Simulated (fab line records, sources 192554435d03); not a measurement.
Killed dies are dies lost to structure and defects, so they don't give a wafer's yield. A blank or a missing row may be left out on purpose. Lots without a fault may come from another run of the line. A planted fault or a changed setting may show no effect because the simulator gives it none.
Split-lot experiment | flow n5_finfet | 7 lots, 21 wafers read, on a route of 1938 steps

THE SPLIT
At N5_BEOL_M14_COAT_66 (time 60 s, resist thk 110 nm), the setting spin_rpm was moved away from the recipe's 1500 rpm on 11 of the 21 wafers read, by +3.7% to +9.5%. The other wafers ran this setting at the recipe's value.

FROM THE SPLIT TO THE READING: what the file shows between them, 6 steps
- N5_BEOL_M14_PEB_26: peb time 90 s (also split here: peb_temp_c)
- N5_BEOL_M14_DEVELOP_27: develop time 45 s
- N5_BEOL_M14_HARDBAKE_32: time 120 s
- N5_BEOL_M14_CD_MEAS_28: target cd 284.4 nm
- N5_BEOL_M14_DESCUM_33: chemistry O2, time 7.9 s
- N5_BEOL_M14_ETCH_67: etches SiARC in CF4, target depth 143 nm, time 238.3 s

THE READING
SiARC_of_BEOL_M14_COAT_66.thk_nm (the simulator's own value, which no gauge read), in nm, at N5_BEOL_M14_ETCH_68 (etches SOC in N2/H2, time 450 s). The file gives no usual value for it. The 10 wafers here that ran the recipe average 65.1 nm, standard deviation 1 nm.

wafer  | tool, chamber at the split | spin_rpm as run, rpm | against the recipe | SiARC_of_BEOL_M14_COAT_66.thk_nm, nm | against lot-mates on the recipe
L074.1 | litho_track-04, 0          | 1500                 | recipe             | 65.6                                 | -
L074.5 | litho_track-04, 0          | 1556                 | +3.7%              | 63                                   | -2.9
L074.6 | litho_track-04, 0          | 1500                 | recipe             | 66.2                                 | -
L075.2 | litho_track-05, 0          | 1602                 | +6.8%              | 61.8                                 | no lot-mate on the recipe
L075.5 | litho_track-05, 0          | 1602                 | +6.8%              | 61.4                                 | no lot-mate on the recipe
L075.6 | litho_track-05, 0          | 1602                 | +6.8%              | 61.8                                 | no lot-mate on the recipe
L076.3 | litho_track-05, 0          | 1642                 | +9.5%              | 60.4                                 | -4.6
L076.4 | litho_track-05, 0          | 1500                 | recipe             | 65                                   | -
L076.5 | litho_track-05, 0          | 1642                 | +9.5%              | 59.6                                 | -5.4
L083.1 | litho_track-01, 0          | 1601                 | +6.7%              | 61.8                                 | -5.0
L083.4 | litho_track-01, 0          | 1500                 | recipe             | 66.8                                 | -
L083.5 | litho_track-01, 0          | 1601                 | +6.7%              | 61.2                                 | -5.6
L091.3 | litho_track-05, 0          | 1624                 | +8.3%              | 59.2                                 | -4.3
L091.4 | litho_track-05, 0          | 1500                 | recipe             | 63.2                                 | -
L091.5 | litho_track-05, 0          | 1500                 | recipe             | 63.8                                 | -
L094.1 | litho_track-05, 0          | 1598                 | +6.5%              | 61.6                                 | -2.8
L094.2 | litho_track-05, 0          | 1598                 | +6.5%              | 63                                   | -1.4
L094.3 | litho_track-05, 0          | 1500                 | recipe             | 64.4                                 | -
L093.2 | litho_track-05, 0          | 1500                 | recipe             | 65.2                                 | -
L093.3 | litho_track-05, 0          | 1500                 | recipe             | 65.8                                 | -
L093.4 | litho_track-05, 0          | 1500                 | recipe             | 65.2                                 | -

THE FIT
A straight line over all 21 wafers: SiARC_of_BEOL_M14_COAT_66.thk_nm changes by -0.542 nm for each +1% of spin_rpm; r = -0.92; the points scatter about the line by 0.9 nm.
The same after taking each lot's own level away (the mean of its wafers on the recipe; 18 wafers): -0.542 nm for each +1%; r = -0.93; scatter 0.88 nm.
On that fit, the largest move of spin_rpm shifts the reading by 5.1 nm.
The lots' own levels span 63.50 to 66.80 nm, that is 3.2 times the standard deviation above.
So the lot-to-lot level changes the slope little: the two slopes agree.
Check: with one of the wafers moved furthest among these (+9.5%) left out of the fit, the line predicts -5.33 nm for it against its lot-mates. It came out at -4.6 nm against them.

OTHER SPLITS ON THESE WAFERS
These wafers also went through other splits before the reading. Each is held against what the fit with the lots' levels taken away leaves over:
other split on the same wafers | wafers away from the commonest value | r with SiARC_of_BEOL_M14_COAT_66.thk_nm (lot level and that fit taken away)
N5_BEOL_M10_COAT_60 spin_rpm   | 6                                    | +0.50
N5_BEOL_M12_COAT_04 spin_rpm   | 11                                   | +0.04
N5_BEOL_M13_ETCH_59 bias_w     | 9                                    | -0.26
N5_BEOL_M14_PEB_26 peb_temp_c  | 5                                    | +0.02

THE WHOLE CHAIN: every reading that the file lists as answering this split, in the file's order
step                | what it does                                           | reading                                                                           | change (the file's fit)               | r (the file's)
N5_BEOL_M14_COAT_66 | time 60 s, resist thk 110 nm                           | SiARC_of_BEOL_M14_COAT_66.thk_nm (the simulator's own value, which no gauge read) | -0.531 nm for each +1% of the setting | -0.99
N5_BEOL_M14_ETCH_67 | etches SiARC in CF4, target depth 143 nm, time 238.3 s | etch.depth_nm (the simulator's own value, which no gauge read)                    | -0.537 nm for each +1% of the setting | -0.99
N5_BEOL_M14_ETCH_67 | etches SiARC in CF4, target depth 143 nm, time 238.3 s | coat_of_BEOL_M14_COAT_22.thk_nm (the simulator's own value, which no gauge read)  | +0.314 nm for each +1% of the setting | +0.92
N5_BEOL_M14_ETCH_68 | etches SOC in N2/H2, time 450 s                        | SiARC_of_BEOL_M14_COAT_66.thk_nm (the simulator's own value, which no gauge read) | -0.551 nm for each +1% of the setting | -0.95

THE FILE'S OWN FIT
SiARC_of_BEOL_M14_COAT_66.thk_nm changes by -0.551 nm for each +1% of spin_rpm, r = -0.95.
